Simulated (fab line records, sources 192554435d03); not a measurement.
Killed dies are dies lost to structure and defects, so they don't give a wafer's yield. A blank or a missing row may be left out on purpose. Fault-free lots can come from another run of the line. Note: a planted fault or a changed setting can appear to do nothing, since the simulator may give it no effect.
2 desks, one fault -- flow n5-finfet -- each desk holds nothing but its own numbers, with what lay behind them at the end

## FROM THE METROLOGY DESK
What the gauges read for every lot (on any tool): the sampled wafers with a number, averaged. A lot is out of limits, marked OUT, if its mean lies more than 4 standard deviations from the usual mean; the brackets give that distance. Of its 10 readings 7 are shown: those that lie furthest out on some lot.
Columns: A = DIBL_P at N5_BEOL_M4_RC_MEAS_101, usual 36.1 mV/V; B = IOFF_N at N5_BEOL_M4_RC_MEAS_101, usual 0.156 nA/um; C = IOFF_P at N5_BEOL_M4_RC_MEAS_101, usual 0.21 nA/um; D = ION_N at N5_BEOL_M4_RC_MEAS_101, usual 674 uA/um; E = ION_P at N5_BEOL_M4_RC_MEAS_101, usual 463 uA/um; F = VT_N at N5_BEOL_M4_RC_MEAS_101, usual 250.0 mV; G = VT_P at N5_BEOL_M4_RC_MEAS_101, usual -250 mV
lot,first seen here,A,B,C,D,E,F,G
L250,day 8 00:20,34.9,0.151,0.23,681,473,248.9,-246
L255,day 9 00:07,34.0,0.160,0.24,672,467,249.2,-246
L267,day 12 18:42,36.9,0.131,0.18,665,457,254.8,-253
This desk's verdict: no lot among the 3 shows anything out of limits.

## FOR THE TOOL OWNER'S DESK: ald-sin-03
The tool's own readings at N5_MOL_CONTACT_COAG_ALD_27 (deposits SiOC, target thk 17 nm, pulse time 1.5 s, time 2720 s): means of the sampled wafers that have a number, for each lot that ran on this tool. A lot is out of limits, marked OUT, if its mean lies more than 4 standard deviations from the usual mean; the brackets give that distance.
Columns: A = chamber-pressure-Torr at N5_MOL_CONTACT_COAG_ALD_27, usual 2.000 Torr; B = heater-power-w at N5_MOL_CONTACT_COAG_ALD_27, usual 871 W; C = precursor-pulse-height-rel at N5_MOL_CONTACT_COAG_ALD_27, usual 1.001; D = run-length-s at N5_MOL_CONTACT_COAG_ALD_27, usual 2770.0 s
lot,first seen here,A,B,C,D
L255,day 6 09:45,2.003,866,1.009,2770.3
L267,day 9 16:10,1.998,874,1.007,2499.5 (-99 or more) OUT
Finding of this desk: L267 out of limits; the first was L267 at day 9 16:10, on run-length-s at N5_MOL_CONTACT_COAG_ALD_27. L255 stayed within limits.

## BROUGHT TOGETHER
At day 9 16:10, on L267, the tool owner's desk was in a position to raise an alarm.
Metrology desk: nothing out of limits seen.
The metrology desk holds a record of L267, inside its limits.
On ald-sin-03, each named lot ran N5_MOL_CONTACT_COAG_ALD_27.

## WHAT HAD BEEN PUT IN BY THE SIMULATOR
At N5_MOL_CONTACT_COAG_ALD_27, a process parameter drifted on ald-sin-03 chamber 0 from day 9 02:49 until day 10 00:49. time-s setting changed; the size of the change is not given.
Lots struck among those shown: L267.
How many hours passed from the start of the fault until each desk's first out-of-limits reading: the tool owner's desk, 13.
